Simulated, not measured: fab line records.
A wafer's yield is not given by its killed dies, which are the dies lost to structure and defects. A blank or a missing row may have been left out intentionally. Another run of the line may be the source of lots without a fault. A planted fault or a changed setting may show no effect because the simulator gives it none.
Split-lot experiment | flow n5Finfet | 21 wafers read from 7 lots, route of 1938 steps

== ON THE SPLIT ==
At N5_BEOL_M3_VIA_ETCH_34 (etches the open film in C4F6/O2, target depth 69.4 nm, time 65.9 s), the setting biasW was moved away from the recipe's 170 W on 7 of the 21 wafers read, by -16.5% to +17.6%. For the rest of the wafers, this setting stayed at what the recipe calls for.

The split's own step is where the reading is taken.

== THE READING ==
rfVppV, in V, at N5_BEOL_M3_VIA_ETCH_34 (etches the open film in C4F6/O2, target depth 69.4 nm, time 65.9 s). On this fab line, fault-free wafers typically give 670 V with a standard deviation of 5.5 V.

wafer  | tool, chamber at the split | biasW as run, W | against the recipe | rfVppV, V | against lot-mates on the recipe
L074.1 | rieDiel-06, 1              | 148.9           | -12.4%             | 603       | -69
L074.2 | rieDiel-06, 3              | 170             | recipe             | 674       | -
L074.6 | rieDiel-06, 1              | 170             | recipe             | 670       | -
L076.1 | rieDiel-04, 0              | 184.8           | +8.7%              | 701       | +38
L076.2 | rieDiel-04, 3              | 170             | recipe             | 663       | -
L076.3 | rieDiel-04, 1              | 184.8           | +8.7%              | 709       | +46
L082.1 | rieDiel-06, 0              | 170             | recipe             | 676       | -
L082.4 | rieDiel-06, 3              | 170             | recipe             | 672       | -
L082.6 | rieDiel-06, 0              | 170             | recipe             | 677       | -
L087.4 | rieDiel-03, 1              | 170             | recipe             | 670       | -
L087.5 | rieDiel-03, 1              | 170             | recipe             | 671       | -
L087.6 | rieDiel-03, 0              | 170             | recipe             | 670       | -
L089.1 | rieDiel-03, 0              | 170             | recipe             | 671       | -
L089.2 | rieDiel-03, 2              | 161             | -5.3%              | 648       | -23
L089.4 | rieDiel-03, 3              | 161             | -5.3%              | 640       | -31
L094.1 | rieDiel-03, 2              | 170             | recipe             | 678       | -
L094.3 | rieDiel-03, 3              | 141.9           | -16.5%             | 578       | -100
L094.5 | rieDiel-03, 2              | 170             | recipe             | 677       | -
L095.2 | rieDiel-06, 3              | 170             | recipe             | 672       | -
L095.4 | rieDiel-06, 0              | 200             | +17.6%             | 768       | +100
L095.6 | rieDiel-06, 2              | 170             | recipe             | 664       | -

FIT RESULTS
A straight line over all 21 wafers: rfVppV changes by +5.25 V for each +1% of biasW; r = +0.99; the points scatter about the line by 5.9 V.
The same after taking each lot's own level away (the mean of its wafers on the recipe; 21 wafers): +5.58 V for each +1%; r = +1.00; scatter 3.7 V.
According to that fit, moving biasW by its largest amount changes the reading by 98 V.
Measured against the standard deviation above, the lots' own levels, which go from 663.0 to 677.5 V, span 2.6 times it.
The two slopes are in agreement: the lot-to-lot level therefore moves the slope only a little.
Check: with one of the wafers moved furthest among these (+17.6%) left out of the fit, the line predicts +96.4 V for it against its lot-mates. Against them it came out at +100 V.
Tool readings at the split's step, against how far the setting was moved: rfVppV r = +0.99.

== OTHER SPLITS ON THESE WAFERS ==
Before the reading, these wafers also passed through other splits. Each is held against what the fit with the lots' levels taken away leaves over:
other split on the same wafers      | wafers away from the commonest value | r with rfVppV (lot level and that fit taken away)
N5_BEOL_M0_SAQP_EXPOSE_37 doseMj    | 8                                    | +0.02
N5_BEOL_M0_SAQP_CUT_ETCH_46 sourceW | 9                                    | +0.54
N5_BEOL_M2_COAT_22 spinRpm          | 6                                    | +0.17
N5_BEOL_M2_ETCH_69 biasW            | 9                                    | +0.20

== THE WHOLE CHAIN: every reading that the file lists as answering this split, in the file's order ==
step                   | what it does                                                       | reading                                                       | change (the file's fit)               | r (the file's)
N5_BEOL_M3_VIA_ETCH_34 | etches the open film in C4F6/O2, target depth 69.4 nm, time 65.9 s | rfVppV                                                        | +5.65 V for each +1% of the setting   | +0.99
N5_BEOL_M3_VIA_ETCH_34 | etches the open film in C4F6/O2, target depth 69.4 nm, time 65.9 s | etch.depthNm (the simulator's own value, which no gauge read) | +0.216 nm for each +1% of the setting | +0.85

== THE FILE'S OWN FIT ==
rfVppV changes by +5.65 V for each +1% of biasW, r = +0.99.
